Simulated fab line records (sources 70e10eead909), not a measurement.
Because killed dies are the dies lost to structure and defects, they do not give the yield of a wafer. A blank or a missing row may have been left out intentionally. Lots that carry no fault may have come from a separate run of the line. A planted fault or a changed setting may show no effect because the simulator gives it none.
Chamber matching    flow nand-harc    rie-diel-06 running NHARC_A_STAIRCASE_TRIM_187: 4 sister chambers
The step chemistry O2, time 211.2 s. 4 wafers are shown with their chamber, then 12 later ones without.

== WAFERS PAIRED WITH THEIR CHAMBERS ==
wafer   chamber  showerhead-plenum-p-Torr (Torr)
L089.5  2        3.77
L091.2  1        3.35
L090.4  3        3.41
L090.5  0        3.42

== WAFERS MISSING THEIR CHAMBER ==
wafer   showerhead-plenum-p-Torr (Torr)
L093.1  3.41
L093.2  3.34
L093.5  3.41
L095.1  3.76
L095.2  3.41
L095.6  3.34
L096.1  3.76
L096.4  3.40
L096.6  3.76
L097.1  3.40
L097.3  3.41
L097.5  3.76

== WHICH CHAMBER EACH WENT THROUGH ==
wafer   from the rows above      in truth
L093.1  can't be placed: 3 or 0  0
L093.2  1                        1
L093.5  can't be placed: 3 or 0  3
L095.1  2                        2
L095.2  can't be placed: 3 or 0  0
L095.6  1                        1
L096.1  2                        2
L096.4  can't be placed: 3 or 0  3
L096.6  2                        2
L097.1  can't be placed: 3 or 0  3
L097.3  can't be placed: 3 or 0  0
L097.5  2                        2
6 of 12 placed correctly. From these rows, 6 cannot be placed; in 6 the true chamber is one of the candidates. Number placed wrongly: 0.
How it was worked out, from the rows above alone: a wafer's distance from a chamber is the root of the sum, over the readings, of the square of ((its reading less the chamber's mean) divided by the reading's scatter). If the next closest chamber is less than 2 further off than the closest, the wafer can't be placed; otherwise it belongs to the closest. A chamber's mean is the mean of its shown wafers. The scatter: root of mean squared gap, hidden wafer to nearest shown wafer, with one shown wafer a chamber.
